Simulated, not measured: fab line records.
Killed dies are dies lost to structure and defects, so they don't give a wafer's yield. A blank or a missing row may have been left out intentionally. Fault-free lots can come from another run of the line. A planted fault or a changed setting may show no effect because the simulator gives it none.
A lot that was struck, set against a sound lot ; flow n5 finfet ; 44 steps out of a route of 1938
Sound: wafers L838.3, L838.4, L838.5. Struck: wafer L853.3 (left out: L853.1, L853.2 of the same lot, which were not struck); the cause appears at the end.
At each step with rows: each side's tool, then ch and its chambers, then its first start. Under that, the readings that differ: sound wafers ; struck wafers ; difference of the means ; sigmas: that difference in standard deviations of wafers without a fault.
alike: readings with means less than 2 such deviations apart, plus words and numbers identical on both sides. not compared: withheld readings, readings lacking a value on some wafer, bounds such as >300 that could conceal the same value, and numbers that have no deviation in the record and whose values overlap.
The two part at a step that has a row with sigmas, a row that says differs or no value, or rows on one side only. Numbers that have no deviation but don't overlap get no sigmas and don't part them. A reading missing from all wafers of one side parts the sides only when that side holds two or more wafers.

N5_GATE_CUT_ETCHBACK_00: etches W in SF6/Cl2.
  sound on rie metal-02 ch 0,1, day 5 19:10; struck on rie metal-01 ch 0, day 9 18:43
  alike: drypump motor current A, mfc cl2 sccm, oes product au, throttle valve pct
  not compared: rf hours counter h
N5_GATE_CUT_ETCH_56: etches TiN in Cl2/Ar, target depth 21.6 nm.
  sound on rie metal-02 ch 0,1, day 5 19:17; struck on rie metal-01 ch 0, day 9 18:50
  alike: drypump motor current A, mfc cl2 sccm, oes product au, throttle valve pct
  not compared: rf hours counter h
then, 3 steps without rows for these wafers: N5_GATE_CUT_ETCHBACK_30 (etches TiN in Cl2/Ar, target depth 3 nm); N5_GATE_CUT_VAPOR_ETCH_60 (etches HfO2 in BCl3/Cl2); N5_GATE_CUT_ETCH_58 (etches SiNx in CH3F/O2, target depth 17 nm, time 128.6 s).
N5_GATE_CUT_STRIP_59: strips in N2/H2, time 20 s.
  sound on rie diel-03 ch 1,2,3, day 5 19:32; struck on rie diel-05 ch 3, day 9 19:07
  alike: drypump motor current A, oes product au, rf vpp V, showerhead plenum p Torr, throttle valve pct
  not compared: rf hours counter h
then, 5 steps without rows for these wafers: N5_GATE_CUT_PRECLEAN_31 (cleans in DIW, time 300 s); N5_GATE_CUT_SRD_32 (time 30 s); N5_GATE_CUT_SAC_CAP_01 (material SiNx, target thk 24 nm, pulse time 1 s, ald cycles 480); N5_GATE_CUT_PECVD_57 (deposits SiNx from SiH4/NH3/N2, target thk 21 nm); N5_GATE_CUT_CMP_02 (polishes, stops on SiO2, t overpolish 12.7 s, target thk 0 nm).
N5_GATE_CUT_HM_DEP_46: deposits SiO2 from TEOS/O2, target thk 130 nm, time 26.6 s.
  sound on pecvd-02 ch 0,1, day 5 22:37; struck on pecvd-01 ch 0, day 9 22:49
reading;sound;struck;difference;sigmas
throttle valve pct (%);20.4 20.5 20.7;18.1;-2.4;-2
model.SiO2_of_GATE_CUT_HM_DEP_46.thk nm (nm);133 135.2 131.2;91.4;-41.7;
  alike: heater power w, showerhead plenum p Torr
  not compared: susceptor temp C
then, 9 steps without rows for these wafers: N5_GATE_CUT_COAT_34 (time 60 s, resist thk 60 nm); N5_GATE_CUT_COAT_35 (time 60 s, resist thk 10 nm); N5_GATE_CUT_COAT_27 (time 60 s, resist thk 10 nm); N5_GATE_CUT_COAT_07 (resist thk 30 nm); N5_GATE_CUT_EBR_09; N5_GATE_CUT_SOFTBAKE_08 (time 60 s); N5_GATE_CUT_EXPOSE_10 (exposes mask GATE CUT, target cd 20 nm); N5_GATE_CUT_PEB_11 (peb time 60 s); N5_GATE_CUT_DEVELOP_12 (develop time 30 s).
N5_GATE_CUT_CD_MEAS_13: target cd 20 nm.
  sound on cd sem-03 ch 0, day 5 22:58; struck on cd sem-01 ch 0, day 9 23:09
  alike: cd nm
N5_GATE_CUT_OVL_MEAS_14:
  sound on overlay-02 ch 0, day 5 23:00; struck on overlay-01 ch 0, day 9 23:11
reading;sound;struck;difference;sigmas
GATE_CUT_OVL (nm);-0.9 -0.9 -1.3;0.3;+1.3;+2
N5_GATE_CUT_INSPECT_15: inspects for defects (brightfield).
  sound: defect inspect-01 at day 5 23:03; struck: defect inspect-01 at day 9 23:14
  alike: raw defect count
then, 1 step without rows for these wafers: N5_GATE_CUT_DESCUM_18 (chemistry O2, time 7 s).
N5_GATE_CUT_ETCH_28: etches underlayer in N2/H2, target depth 13 nm, time 10.4 s.
  sound on rie diel-03 ch 1,2, day 5 23:10; struck on rie diel-06 ch 3, day 9 23:19
  alike: drypump motor current A, etch rf on time s, oes product au, rf vpp V, showerhead plenum p Torr, throttle valve pct
  not compared: rf hours counter h
then, 4 steps without rows for these wafers: N5_GATE_CUT_ETCH_36 (etches SiARC in CF4, target depth 13 nm, time 21.7 s); N5_GATE_CUT_ETCH_37 (etches SOC in N2/H2, target depth 60 nm, overetch 12 nm, time 90 s); N5_GATE_CUT_STRIP_38 (strips in N2/H2); N5_GATE_CUT_STRIP_39 (strips in N2/H2).
N5_GATE_CUT_HM_OPEN_40: chemistry C4F6/O2, target SiO2, target depth 139 nm, time 85.1 s.
  sound on rie diel-03 ch 1,2, day 5 23:18; struck on rie diel-06 ch 3, day 9 23:26
reading;sound;struck;difference;sigmas
etch rf on time s (s);95.2 97.1 94.1;64.2;-31.3;-12
model.etch.depth nm (nm);132.9 135.2 131.2;91.43;-41.67;
model.SOC_of_GATE_CUT_COAT_34.thk nm (nm);32.6 32 33.2;41;+8;
  alike: drypump motor current A, oes product au, rf vpp V, showerhead plenum p Torr, throttle valve pct
  not compared: rf hours counter h
then, 4 steps without rows for these wafers: N5_GATE_CUT_STRIP_41 (strips in CF4); N5_GATE_CUT_STRIP_42 (strips in O2); N5_GATE_CUT_ETCH_19 (etches SiNx in CH3F/O2, target depth 53.7 nm, time 76.7 s); N5_GATE_CUT_CUT_ETCH_53 (etches W in SF6/Cl2, target depth 79.2 nm).
N5_GATE_CUT_CUT_ETCH_54: etches TiN in Cl2/BCl3, target depth 96.7 nm.
  sound on rie metal-01 ch 0,1, day 5 23:37; struck on rie metal-01 ch 0, day 9 23:44
  alike: drypump motor current A, etch rf on time s, mfc cl2 sccm, oes product au, throttle valve pct
  not compared: rf hours counter h
then, 5 steps without rows for these wafers: N5_GATE_CUT_CUT_ETCH_55 (etches HfO2 in BCl3, target depth 3.2 nm); N5_GATE_CUT_ETCH_47 (etches SiO2 in Cl2/BCl3, target depth 10 nm); N5_GATE_CUT_VAPOR_ETCH_48 (etches TiN in BCl3/Cl2); N5_GATE_CUT_VAPOR_ETCH_49 (etches TiAlC in BCl3/Cl2); N5_GATE_CUT_VAPOR_ETCH_51 (etches HfO2 in BCl3/Cl2).
N5_GATE_CUT_THK_MEAS_24:
  sound: film metro-01 at day 6 01:48; struck: film metro-01 at day 10 01:55
reading;sound;struck;difference;sigmas
GC_FILL_THK (nm);222.1 225.2 220.8;181.2;-41.5;-16
N5_GATE_CUT_CMP_43: polishes SiO2.
  sound on cmp-03 ch 0,1, day 6 01:55; struck on cmp-03 ch 2, day 10 01:56
reading;sound;struck;difference;sigmas
model.SiO2_of_GATE_CUT_HM_DEP_46.thk nm (nm);5.2 5.2 5;3.2;-1.9;
  alike: motor current A
-- a jump in the record: the struck wafers' starts before and after are 9 days apart (it breaks off in module GATE_CUT and resumes in module PASSIVATION, where the first step shown is number 1936 of the route) --
N5_PASSIVATION_PROBE_49:
  sound: prober-01 at day 14 05:33; struck: prober-02 at day 18 22:02
reading;sound;struck;difference;sigmas
killed_at_M4_up;16 10 13;26;+13;+2
  alike: killed_at_M0_to_M3, killed at contacts, killed at front end, killed at other, killed dies, killed open, killed short

== WHERE THEY PART ==
At N5_GATE_CUT_HM_DEP_46 first; at N5_PASSIVATION_PROBE_49 last (within this record only).

WHY: the cause the simulator had injected
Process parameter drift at N5_GATE_CUT_HM_DEP_46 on pecvd-01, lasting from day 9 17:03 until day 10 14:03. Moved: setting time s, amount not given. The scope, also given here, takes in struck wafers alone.
